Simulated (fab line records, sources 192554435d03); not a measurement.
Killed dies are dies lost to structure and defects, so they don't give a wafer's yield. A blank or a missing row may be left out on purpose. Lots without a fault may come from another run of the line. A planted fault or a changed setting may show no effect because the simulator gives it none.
Problem report in the 8D (eight disciplines) form, filled by code | flow n5_finfet | the parts of the form that need people (team, actions taken, sign-off) are left out

1. THE PROBLEM
plate_temp_C at N5_BEOL_M3_COAT_67 reads a mean of 242.19 C on 6 wafers of 2 lots; wafers without a fault read 249.97 C with a standard deviation of 0.19. That is -41 standard deviations from the usual mean.
The step: time 60 s, resist thk 60 nm.
First seen on wafer L535.4, day 10 12:49, on litho_track-05. The record holds 27 wafers of 9 lots with a number at this step. Rule for "out", or "out of limits": more than 4 standard deviations from the usual mean. The other wafers with a number count as sound.

2. WHAT IT IS AND WHAT IT IS NOT
question                    | is                                 | is not
which readings at this step | plate_temp_C, heater_power_total_W | resist_line_temp_C
which lots                  | L535, L537                         | L524, L525, L526, L528, L538, L540, L545
which wafers of those lots  | all that have a number             | -
read on which tools         | litho_track-05                     | litho_track-02, litho_track-03
when                        | from day 10 12:49                  | up to then (12 sound wafers); but 9 sound wafers of L538, L540, L545 came after

3. SUSPECTS, AND WHAT RULES EACH OUT
Counting: a tool at a process step up to the reading stays a suspect if it ran every lot that is out and no sound lot after the first of them.
- rie_diel-05 at N5_BEOL_M3_ETCH_63 (etches SiARC in CF4, target depth 15.6 nm, time 26 s): kept. It ran every lot that is out, first L535 (day 10 12:23), and no sound lot after that; its last sound lot up to then is L525 (day 7 03:23).
- litho_track-05 at N5_BEOL_M3_COAT_67 (time 60 s, resist thk 60 nm): kept. It ran every lot that is out, first L535 (day 10 12:49), and no sound lot after that; its last sound lot up to then is L528 (day 8 15:11). Its own readings are out on those wafers: heater_power_total_W, plate_temp_C.
Left after counting: rie_diel-05 at N5_BEOL_M3_ETCH_63, litho_track-05 at N5_BEOL_M3_COAT_67.

4. THE CAUSE (what the simulator had put in)
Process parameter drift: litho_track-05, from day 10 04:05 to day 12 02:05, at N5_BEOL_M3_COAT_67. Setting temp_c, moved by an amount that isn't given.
Counting left 2 suspects, and this tool is among them.

5. THE CHAIN OF EFFECTS, in route order
Each row: a reading whose mean over the struck wafers that have a number lies more than 3 standard deviations from the usual. Only readings for which the record gives a usual standard deviation are gone through. hours: the time from each lot's start at the first step in this table that gives one to its start at this step, as a median over the lots. sigmas: the change in usual standard deviations.
hours | step               | reading              | usual    | on struck wafers | change | sigmas
0     | N5_BEOL_M3_COAT_67 | heater_power_total_W | 500.2 W  | 481.8            | -18.4  | -9.7
0     | N5_BEOL_M3_COAT_67 | plate_temp_C         | 249.97 C | 242.19           | -7.78  | -41
The process steps in it:
- N5_BEOL_M3_COAT_67: time 60 s, resist thk 60 nm.
Later measuring or inspecting steps at which every struck wafer that the step has a row for has a number for every such reading, and none has moved that far: N5_BEOL_M4_RC_MEAS_101.

6. WHAT WOULD HAVE CAUGHT IT SOONER
In this record the first reading out of limits was taken at day 10 12:49, 9 hours after the fault began at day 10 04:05.
